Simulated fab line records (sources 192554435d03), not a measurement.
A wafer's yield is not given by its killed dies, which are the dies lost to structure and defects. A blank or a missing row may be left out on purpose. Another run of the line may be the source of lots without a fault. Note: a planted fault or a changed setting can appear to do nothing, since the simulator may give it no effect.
fab line records -- flow n5Finfet
record: lots: 11, wafers: 26, lastDay: 17
route steps=1938 shown BEOL_M0_SAQP@668 BEOL_M4@1111
lots untouched by any fault: they come from a run of this same line in which no faults occurred
startH: the number of hours between the record's first day and the start of the first shown wafer of the lot -- waitH: hours from the lot's prior step to this one -- " same as the row above -- L1.1+2: a row that stands for several wafers -- - no value, or no start was given -- * or withheld: withheld -- < > ~ a bound
route shown NAME@n: names a module that has steps shown in the file, with the first one's number in the route -- usual: average and standard deviation across the fault-free wafers -- same: alike in all rows -- chamber/n: place in a boat -- sites: readings site by site -- _std_site: the standard deviation of these -- _edge_site: inner sites' mean taken away from outer sites' mean -- radiusMm: how far each site lies from the wafer's centre -- mask NAME#n: copy n -- behind: the tool/chamber that last shaped the wafer -- hold: why the lot was held/for how many hours/how that ended -- device: the n, p or np transistor that did not switch -- end of line: tests of these same wafers at the route's end -- a step without rows: its recipe alone -- killed: dies that structure and defects cost at the first sort, which is not the same as the wafer's yield -- map: a wafer's dies, marking killed ones x, the rest . and places with no die _
set.NAME: the run value of the setting; set.NAME@STEP: its run value at that earlier step -- model.NAME: the simulator's own value behind a step, which no gauge read
steps of the route over a sample of lots; a table a step, a row a wafer
services: from which hour (startH, from the record's first day; less than 0 if before it) a tool's chamber was out of use, for how many hours, and why
== steps ==
step: N5_BEOL_M0_SAQP_ETCH_102
recipe: chemistry: CF4, target: SiO2, targetDepthA: 40, ionEnergyEv: 350, timeS: 4.4, pressureMtorr: 10, icpW: 800, biasW: 400, cf4FlowSccm: 80
usual: cf4FlowSccm: 79.99/0.27, drypumpMotorCurrentA: 6.0/0.47, oesProductAu: 1.010/0.017, rfFwdPowerW: 789/3.1, throttleValvePct: 21.9/0.34
lot.wafer,tool,chamber,startH,waitH,cf4FlowSccm,drypumpMotorCurrentA,oesProductAu,rfFwdPowerW,rfHoursCounterH,throttleValvePct
L663.1,rieSi-01,1,110.05,0.1,79.95,5.6,1.015,792,159,22.2
L663.3,rieSi-01,3,110.05,0.1,80.30,5.6,1.030,787,143,21.7
L663.5,rieSi-01,0,110.05,0.1,79.95,6.0,1.017,791,-,21.9
L664.2,rieSi-02,3,116.16,0.1,80.11,6.4,0.993,787,37,22.0
L664.6,rieSi-02,3,116.16,0.1,80.23,6.4,1.000,787,-,22.0
L665.2,rieSi-01,1,123.62,0.1,80.04,5.6,1.016,790,160,22.2
L665.4,rieSi-01,3,123.62,0.1,79.76,5.6,1.033,789,144,21.7
L666.2,rieSi-02,2,130.32,0.1,79.90,5.6,1.018,793,178,21.8
L666.3,rieSi-02,3,130.32,0.1,80.05,6.4,0.993,780,38,22.0
L667.1,rieSi-06,3,133.53,0.1,80.46,5.2,1.011,794,18,21.8
L667.4,rieSi-06,1,133.53,0.1,80.12,6.7,1.021,789,61,22.5
L667.6,rieSi-06,2,133.53,0.1,80.23,5.8,0.986,790,-,22.0
L669.1,rieSi-01,0,144.26,0.1,79.47,6.0,1.030,788,145,21.9
L669.5,rieSi-01,2,144.26,0.1,80.23,5.8,1.034,790,-,21.6
L669.6,rieSi-01,3,144.26,0.1,79.73,5.6,1.036,787,-,21.7
L671.1,rieSi-06,0,158.67,0.1,80.61,6.6,1.031,791,116,22.4
L671.3,rieSi-06,3,158.67,0.1,80.20,5.3,1.018,790,19,21.7
L673.3,rieSi-02,3,172.63,0.1,79.94,6.4,0.996,783,39,22.0
L673.6,rieSi-02,1,172.63,0.1,79.95,6.3,0.984,795,-,21.3
L674.1,rieSi-02,1,177.63,0.1,80.30,6.3,0.988,790,2,21.3
L674.2,rieSi-02,2,177.63,0.1,79.73,5.6,1.030,789,179,21.8
L674.6,rieSi-02,1,177.63,0.1,80.07,6.4,0.993,789,-,21.3
L675.1,rieSi-02,1,185.94,0.1,80.20,6.3,0.986,790,2,21.3
L675.5,rieSi-02,3,185.94,0.1,79.71,6.4,0.999,787,-,22.0
L685.2,rieSi-02,0,243.58,0.1,80.57,5.5,0.687,784,12,21.4
L685.3,rieSi-02,3,243.58,0.1,79.82,6.4,1.004,784,40,22.0
step: N5_BEOL_M0_SAQP_ETCH_107
recipe: chemistry: CH3F/O2, target: SiNx, targetDepthA: 300, maskMaterial: SOC, pressureMtorr: 30, sourceW: 395, biasW: 73, Ar_flow_sccm: 150, CH3F_flow_sccm: 30, O2_flow_sccm: 20, ionEnergyEv: 120
usual: drypumpMotorCurrentA: 5.7/0.35, oes_o_777_au: 0.77/0.086, oesProductAu: 0.76/0.083, rfFwdPowerW: 390.5/1.7, rfVppV: 298/10, showerheadPlenumPTorr: 1.99/0.064, throttleValvePct: 16.44/0.22
lot.wafer,tool,chamber,startH,waitH,drypumpMotorCurrentA,oes_o_777_au,oesProductAu,rfFwdPowerW,rfHoursCounterH,rfVppV,showerheadPlenumPTorr,throttleValvePct
L663.1,rieDiel-03,3,110.67,0.0,5.8,0.77,0.75,391.6,170,279,1.91,16.37
L663.3,rieDiel-03,0,110.67,0.0,5.7,0.74,0.73,391.7,164,313,2.06,16.35
L663.5,rieDiel-03,0,110.67,0.0,5.7,0.75,0.74,393.3,-,312,2.06,16.34
L664.2,rieDiel-01,3,116.93,0.0,5.4,0.72,0.73,392.5,152,300,2.01,16.44
L664.6,rieDiel-01,0,116.93,0.0,5.7,0.72,0.71,393.0,-,309,1.98,16.33
L665.2,rieDiel-01,2,124.40,0.0,6.3,0.77,0.78,389.5,134,311,1.91,16.21
L665.4,rieDiel-01,1,124.40,0.0,5.5,0.78,0.75,391.4,170,285,2.02,16.66
L666.2,rieDiel-02,1,130.94,0.0,5.8,0.97,0.96,390.2,7,302,1.97,16.08
L666.3,rieDiel-02,3,130.94,0.0,5.3,0.82,0.81,389.8,75,300,2.02,15.96
L667.1,rieDiel-02,3,134.15,0.0,5.3,0.82,0.82,390.2,76,300,2.02,15.95
L667.4,rieDiel-02,2,134.15,0.0,5.1,0.73,0.71,393.5,183,301,1.98,16.55
L667.6,rieDiel-02,3,134.15,0.0,5.3,0.82,0.82,387.4,-,299,2.02,15.96
L669.1,rieDiel-03,0,144.88,0.0,5.7,0.74,0.72,391.2,174,312,2.06,16.36
L669.5,rieDiel-03,2,144.88,0.0,6.0,0.73,0.69,389.2,-,296,1.88,16.69
L669.6,rieDiel-03,1,144.88,0.0,6.2,0.76,0.76,387.4,-,300,2.08,16.69
L671.1,rieDiel-01,0,159.29,0.0,5.7,0.71,0.71,391.7,232,308,1.97,16.34
L671.3,rieDiel-01,3,159.29,0.0,5.4,0.70,0.72,389.5,165,300,2.00,16.46
L673.3,rieDiel-03,3,173.37,0.0,5.8,0.77,0.74,392.5,189,277,1.90,16.41
L673.6,rieDiel-03,2,173.37,0.0,6.0,0.72,0.69,389.7,-,294,1.87,16.72
L674.1,rieDiel-02,2,178.32,0.0,5.1,0.71,0.71,390.5,196,299,1.98,16.58
L674.2,rieDiel-02,1,178.32,0.0,5.8,0.93,0.93,388.1,22,301,1.96,16.10
L674.6,rieDiel-02,1,178.32,0.0,5.8,0.93,0.93,388.5,-,303,1.96,16.12
L675.1,rieDiel-01,1,187.55,0.0,5.5,0.76,0.74,392.1,189,286,2.02,16.70
L675.5,rieDiel-01,2,187.55,0.0,6.3,0.76,0.77,388.6,-,310,1.90,16.26
L685.2,rieDiel-01,0,244.23,0.0,5.7,0.70,0.70,391.2,242,309,1.97,16.36
L685.3,rieDiel-01,1,244.23,0.0,5.5,0.74,0.71,390.7,213,286,2.01,16.75
step: N5_BEOL_M0_SAQP_RECESS_109
recipe: chemistry: HF/NH3, target: SiO2, targetDepthA: 30, afsCycles: 1, tempC: 30, sublimationTempC: 180, sublimationTimeS: 60
usual: drypumpMotorCurrentA: 5.69/0.085, tempC: 30.00/0.11
lot.wafer,tool,chamber,startH,waitH,drypumpMotorCurrentA,tempC
L663.1,vaporEtch-01,1,110.77,0.0,5.74,29.86
L663.3,vaporEtch-01,1,110.77,0.0,5.72,29.98
L663.5,vaporEtch-01,1,110.77,0.0,5.73,29.87
L664.2,vaporEtch-01,1,117.03,0.0,5.73,30.08
L664.6,vaporEtch-01,1,117.03,0.0,5.71,30.01
L665.2,vaporEtch-02,1,124.50,0.0,5.72,29.94
L665.4,vaporEtch-02,1,124.50,0.0,5.72,30.08
L666.2,vaporEtch-02,1,131.04,0.0,5.71,29.97
L666.3,vaporEtch-02,0,131.04,0.0,5.57,30.00
L667.1,vaporEtch-02,0,134.25,0.0,5.57,30.06
L667.4,vaporEtch-02,0,134.25,0.0,5.59,29.92
L667.6,vaporEtch-02,0,134.25,0.0,5.58,29.97
L669.1,vaporEtch-02,0,144.98,0.0,5.59,29.98
L669.5,vaporEtch-02,1,144.98,0.0,5.70,30.18
L669.6,vaporEtch-02,0,144.98,0.0,5.59,30.03
L671.1,vaporEtch-02,1,159.39,0.0,5.67,29.97
L671.3,vaporEtch-02,0,159.39,0.0,5.58,30.06
L673.3,vaporEtch-02,0,173.68,0.3,5.61,29.97
L673.6,vaporEtch-02,0,173.68,0.3,5.59,29.74
L674.1,vaporEtch-02,1,178.42,0.0,5.70,30.06
L674.2,vaporEtch-02,0,178.42,0.0,5.60,29.99
L674.6,vaporEtch-02,1,178.42,0.0,5.70,29.99
L675.1,vaporEtch-02,1,187.65,0.0,5.73,29.91
L675.5,vaporEtch-02,0,187.65,0.0,5.61,30.01
L685.2,vaporEtch-02,1,244.34,0.0,5.70,29.83
L685.3,vaporEtch-02,1,244.34,0.0,5.72,30.04
step: N5_BEOL_M0_SAQP_MANDREL2_REMOVE_110
recipe: chemistry: HBr/Cl2/O2, btTimeS: 10, target: a-Si, stopOn: SiCN, endpoint: OES-SiCl, overEtchFrac: 1, icpW: 600, biasW: 30, HBr_flow_sccm: 150, Cl2_flow_sccm: 80, O2_flow_sccm: 5, pressureMtorr: 10
usual: drypumpMotorCurrentA: 5.9/0.49, oes_o_777_au: 1.02/0.041, oesProductAu: 1.005/0.015, rfFwdPowerW: 596.5/1.9, throttleValvePct: 37.0/0.47
lot.wafer,tool,chamber,startH,waitH,drypumpMotorCurrentA,oes_o_777_au,oesProductAu,rfFwdPowerW,rfHoursCounterH,throttleValvePct
L663.1,rieSi-02,2,111.55,0.1,5.6,1.03,0.996,595.3,178,36.9
L663.3,rieSi-02,3,111.55,0.1,6.4,0.95,1.028,593.7,37,37.2
L663.5,rieSi-02,2,111.55,0.1,5.6,1.02,1.011,593.0,-,36.9
L664.2,rieSi-06,1,119.33,0.1,6.7,1.03,1.019,596.7,60,37.5
L664.6,rieSi-06,2,119.33,0.1,5.8,1.01,0.988,594.0,-,37.1
L665.2,rieSi-06,2,125.74,0.1,5.8,1.00,0.984,594.0,183,37.1
L665.4,rieSi-06,3,125.74,0.1,5.3,1.06,1.007,596.0,18,36.7
L666.2,rieSi-06,3,131.88,0.1,5.3,1.05,1.000,600.4,18,36.7
L666.3,rieSi-06,1,131.88,0.1,6.7,1.03,1.017,596.4,61,37.5
L667.1,rieSi-06,0,135.13,0.1,6.6,1.08,0.994,596.9,115,37.6
L667.4,rieSi-06,3,135.13,0.1,5.3,1.06,1.010,597.4,18,36.7
L667.6,rieSi-06,2,135.13,0.1,5.8,1.01,0.978,592.7,-,37.1
L669.1,rieSi-02,1,146.02,0.1,6.3,0.97,0.999,596.9,1,35.9
L669.5,rieSi-02,3,146.02,0.1,6.4,0.95,1.007,595.9,-,37.2
L669.6,rieSi-02,2,146.02,0.1,5.6,1.03,1.006,598.1,-,36.9
L671.1,rieSi-02,2,160.25,0.1,5.6,1.04,1.017,596.0,179,36.9
L671.3,rieSi-02,1,160.25,0.1,6.3,0.98,0.992,599.4,2,35.9
L673.3,rieSi-01,3,174.49,0.1,5.6,1.01,1.018,597.5,144,36.9
L673.6,rieSi-01,3,174.49,0.1,5.6,1.00,1.007,595.9,-,36.9
L674.1,rieSi-01,0,179.35,0.1,6.0,0.97,1.016,596.0,146,36.9
L674.2,rieSi-01,3,179.35,0.1,5.6,1.00,1.020,597.9,145,36.9
L674.6,rieSi-01,2,179.35,0.1,5.9,1.08,1.017,594.2,-,36.2
L675.1,rieSi-06,2,189.66,0.1,5.8,1.01,0.979,596.1,184,37.0
L675.5,rieSi-06,0,189.66,0.1,6.6,1.08,1.009,596.2,-,37.6
L685.2,rieSi-06,1,245.33,0.1,6.7,1.03,1.017,594.4,63,37.5
L685.3,rieSi-06,2,245.33,0.1,5.8,1.00,0.975,596.3,186,37.1
step: N5_BEOL_M4_RC_MEAS_101
usual: DIBL_N: 37.5/2, DIBL_P: 37.5/2.5, IOFF_N: 0.18/0.042, IOFF_P: 0.24/0.046, ION_N: 677/15, ION_P: 464/9.5, SS_N: 72.0/0.76, SS_P: 73.6/0.79, VT_N: 249/3.5, VT_P: -249/3.2
lot.wafer,tool,chamber,startH,waitH,DIBL_N[mV/V],DIBL_P[mV/V],IOFF_N[nA/um],IOFF_P[nA/um],ION_N[uA/um],ION_P[uA/um],SS_N[mV/dec],SS_P[mV/dec],VT_N[mV],VT_P[mV]
L663.1,prober-01,0,161.35,0.0,40.3,39.7,0.25,0.27,677,458,73.5,73.8,245,-249
L663.3,prober-01,0,161.35,0.0,36.7,36.9,0.16,0.23,686,473,71.2,72.4,248,-248
L663.5,prober-01,0,161.35,0.0,37.4,37.3,0.16,0.23,690,473,72.0,73.4,250,-247
L664.2,prober-02,0,170.18,0.2,37.0,38.6,0.17,0.23,691,466,72.8,74.1,247,-251
L664.6,prober-02,0,170.18,0.2,38.1,39.7,0.18,0.26,667,458,72.8,74.7,251,-249
L665.2,prober-01,0,173.71,0.2,34.7,34.3,0.14,0.18,698,476,71.2,72.8,254,-251
L665.4,prober-01,0,173.71,0.2,38.8,37.2,0.21,0.21,670,459,73.5,73.6,247,-253
L666.2,prober-01,0,181.31,0.2,36.9,37.5,0.16,0.20,657,451,72.8,73.8,251,-256
L666.3,prober-01,0,181.31,0.2,37.5,39.2,0.18,0.23,670,455,72.1,74.4,249,-250
L667.1,prober-02,0,182.55,0.0,36.5,34.2,0.13,0.21,670,468,71.2,73.3,254,-247
L667.4,prober-02,0,182.55,0.0,37.0,36.7,0.15,0.26,658,464,71.2,73.5,250,-248
L667.6,prober-02,0,182.55,0.0,39.3,37.7,0.18,0.26,680,470,72.3,73.6,247,-245
L669.1,prober-02,0,202.69,0.0,37.3,36.9,0.17,0.24,678,469,71.4,74.0,249,-249
L669.5,prober-02,0,202.69,0.0,39.1,38.0,0.20,0.26,684,472,72.7,74.2,248,-247
L669.6,prober-02,0,202.69,0.0,34.8,35.0,0.13,0.23,650,454,71.0,74.0,250,-248
L671.1,prober-02,0,216.10,0.0,34.7,33.6,0.12,0.16,657,454,70.5,71.5,257,-252
L671.3,prober-02,0,216.10,0.0,42.7,45.1,0.30,0.38,694,473,73.4,75.7,243,-241
L673.3,prober-01,0,225.20,0.3,33.9,33.9,0.13,0.18,653,454,71.4,73.0,253,-251
L673.6,prober-01,0,225.20,0.3,38.4,39.7,0.24,0.28,680,467,72.7,75.1,249,-246
L674.1,prober-01,0,228.21,0.0,37.1,40.3,0.19,0.27,658,446,71.9,74.3,250,-252
L674.2,prober-01,0,228.21,0.0,37.0,38.0,0.19,0.20,665,449,73.0,72.5,248,-252
L674.6,prober-01,0,228.21,0.0,36.0,37.7,0.15,0.20,654,446,72.2,72.6,254,-255
L675.1,prober-01,0,244.47,0.0,37.6,36.7,0.15,0.21,672,463,70.9,73.2,251,-249
L675.5,prober-01,0,244.47,0.0,36.7,34.8,0.16,0.19,681,464,71.4,73.0,250,-248
L685.2,prober-01,0,305.41,0.2,39.4,39.4,0.22,0.25,683,457,72.8,74.8,244,-249
L685.3,prober-01,0,305.41,0.2,34.4,34.4,0.12,0.18,672,465,71.4,73.1,251,-254
== services ==
tool,chamber,startH,hours,kind
rieSi-02,-,89.12,0.6,repair
rieDiel-01,2,96.68,7.6,repair
rieSi-01,-,124.96,15.6,pm
rieDiel-01,0,137.19,2.4,repair
rieSi-01,2,147.21,3.1,repair
rieSi-02,0,151.61,12.7,repair
vaporEtch-01,-,173.14,15.6,pm
rieDiel-01,3,176.74,8.3,repair
rieDiel-03,2,181.29,-,clean
rieDiel-03,2,181.29,-,consumableReplace:focusRing
rieDiel-03,2,181.29,-,consumableReplace:showerhead
rieDiel-03,2,181.29,19.7,scheduledDown
rieDiel-03,2,181.29,19.7,ventCycle
rieSi-06,0,212.39,6.2,repair
rieSi-01,1,216.72,10.8,repair
vaporEtch-01,-,224.08,14.6,pm
rieDiel-03,-,234.90,15.6,pm
rieSi-02,1,240.67,4.3,repair
== key ==
firstSign: step: N5_BEOL_M0_SAQP_ETCH_102, reading: oesProductAu, direction: down, sigmas: 19, usual: 1.010, struck: 0.687
effect none on later readings
metAt N5_BEOL_M0_SAQP_ETCH_102
struckLots L685
struckWafers L685.2
notActingAt N5_BEOL_M0_SAQP_ETCH_107,N5_BEOL_M0_SAQP_RECESS_109,N5_BEOL_M0_SAQP_MANDREL2_REMOVE_110
onsetBetween 185.94 243.58
fault: kind: processParameterDrift, tool: rieSi-02, chamber: -, onsetH: 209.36, steps: N5_BEOL_M0_SAQP_ETCH_102, channel: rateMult, offset: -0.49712, shape: step, endH: 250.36, scope: struckWafersOnly
